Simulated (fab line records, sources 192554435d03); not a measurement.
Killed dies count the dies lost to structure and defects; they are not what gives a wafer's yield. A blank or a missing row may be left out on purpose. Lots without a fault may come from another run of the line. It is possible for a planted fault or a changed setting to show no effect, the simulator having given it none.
Chamber matching || flow n5Finfet || N5_BEOL_M9_CMP_52 on cmp-02: 3 sister chambers
The step polishes, stops on SiCOH lowk, t overpolish 7 s, target thk 140 nm. 16 wafers are shown with their chamber, then 6 later ones without.

== WAFERS PAIRED WITH THEIR CHAMBERS ==
{"wafer": "L074.2", "chamber": 1, "motorCurrentA (A)": 5.1, "timeToEndpointS (s)": 66, "barrierFieldEndpointS (s)": 28.5}
{"wafer": "L074.3", "chamber": 2, "motorCurrentA (A)": 6.0, "timeToEndpointS (s)": 68, "barrierFieldEndpointS (s)": 28.6}
{"wafer": "L074.5", "chamber": 0, "motorCurrentA (A)": 6.2, "timeToEndpointS (s)": 68, "barrierFieldEndpointS (s)": 29.9}
{"wafer": "L078.1", "chamber": 1, "motorCurrentA (A)": 5.2, "timeToEndpointS (s)": 66, "barrierFieldEndpointS (s)": 29.2}
{"wafer": "L078.3", "chamber": 2, "motorCurrentA (A)": 5.5, "timeToEndpointS (s)": 68, "barrierFieldEndpointS (s)": 29.5}
{"wafer": "L078.5", "chamber": 0, "motorCurrentA (A)": 6.0, "timeToEndpointS (s)": 68, "barrierFieldEndpointS (s)": 30.3}
{"wafer": "L077.3", "chamber": 1, "motorCurrentA (A)": 5.3, "timeToEndpointS (s)": 65, "barrierFieldEndpointS (s)": 28.9}
{"wafer": "L077.4", "chamber": 0, "motorCurrentA (A)": 5.8, "timeToEndpointS (s)": 71, "barrierFieldEndpointS (s)": 30.2}
{"wafer": "L077.6", "chamber": 0, "motorCurrentA (A)": 6.1, "timeToEndpointS (s)": 70, "barrierFieldEndpointS (s)": 30.0}
{"wafer": "L084.4", "chamber": 0, "motorCurrentA (A)": 6.1, "timeToEndpointS (s)": 73, "barrierFieldEndpointS (s)": 29.6}
{"wafer": "L084.5", "chamber": 2, "motorCurrentA (A)": 5.7, "timeToEndpointS (s)": 66, "barrierFieldEndpointS (s)": 29.2}
{"wafer": "L084.6", "chamber": 1, "motorCurrentA (A)": 4.9, "timeToEndpointS (s)": 65, "barrierFieldEndpointS (s)": 28.3}
{"wafer": "L093.1", "chamber": 0, "motorCurrentA (A)": 6.4, "timeToEndpointS (s)": 66, "barrierFieldEndpointS (s)": 28.1}
{"wafer": "L093.2", "chamber": 1, "motorCurrentA (A)": 4.7, "timeToEndpointS (s)": 61, "barrierFieldEndpointS (s)": 28.4}
{"wafer": "L093.3", "chamber": 2, "motorCurrentA (A)": 5.8, "timeToEndpointS (s)": 61, "barrierFieldEndpointS (s)": 28.5}
{"wafer": "L094.2", "chamber": 1, "motorCurrentA (A)": 5.0, "timeToEndpointS (s)": 62, "barrierFieldEndpointS (s)": 28.3}

SIGNATURES (means of the wafers above)
{"reading": "motorCurrentA", "chamber 0": 6.100, "chamber 1": 5.033, "chamber 2": 5.750, "scatter within a chamber": 0.208}
{"reading": "timeToEndpointS", "chamber 0": 69.33, "chamber 1": 64.17, "chamber 2": 65.75, "scatter within a chamber": 2.59}
{"reading": "barrierFieldEndpointS", "chamber 0": 29.683, "chamber 1": 28.600, "chamber 2": 28.950, "scatter within a chamber": 0.6}
Rule: distance of a wafer from a chamber = root of the sum over the readings of ((wafer's reading minus chamber's mean) / reading's scatter) squared. The wafer belongs to the nearest chamber; if the next one is less than 2 further off, it can't be placed. How the scatter is found: for the shown wafers, subtract from each reading the mean of its chamber, square and add these, divide the total by (wafers less chambers), then take the root.

== WAFERS WITHOUT THEIR CHAMBER ==
{"wafer": "L094.4", "motorCurrentA (A)": 5.8, "timeToEndpointS (s)": 62, "barrierFieldEndpointS (s)": 27.9}
{"wafer": "L094.5", "motorCurrentA (A)": 5.0, "timeToEndpointS (s)": 63, "barrierFieldEndpointS (s)": 29.0}
{"wafer": "L095.3", "motorCurrentA (A)": 6.5, "timeToEndpointS (s)": 61, "barrierFieldEndpointS (s)": 28.4}
{"wafer": "L095.4", "motorCurrentA (A)": 5.4, "timeToEndpointS (s)": 59, "barrierFieldEndpointS (s)": 28.1}
{"wafer": "L096.2", "motorCurrentA (A)": 4.9, "timeToEndpointS (s)": 66, "barrierFieldEndpointS (s)": 28.3}
{"wafer": "L096.6", "motorCurrentA (A)": 5.8, "timeToEndpointS (s)": 69, "barrierFieldEndpointS (s)": 28.6}

== WHICH CHAMBER EACH WENT THROUGH ==
{"wafer": "L094.4", "from the rows above": "can't be placed: 2 or 1", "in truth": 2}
{"wafer": "L094.5", "from the rows above": 1, "in truth": 1}
{"wafer": "L095.3", "from the rows above": "can't be placed: 2 or 0", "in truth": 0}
{"wafer": "L095.4", "from the rows above": "can't be placed: 1 or 2", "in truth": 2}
{"wafer": "L096.2", "from the rows above": 1, "in truth": 1}
{"wafer": "L096.6", "from the rows above": "can't be placed: 2 or 0", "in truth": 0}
2 of 6 placed correctly. Cannot be placed on the basis of these rows: 4; the candidates contain the true chamber in 4. 0 placed wrongly.
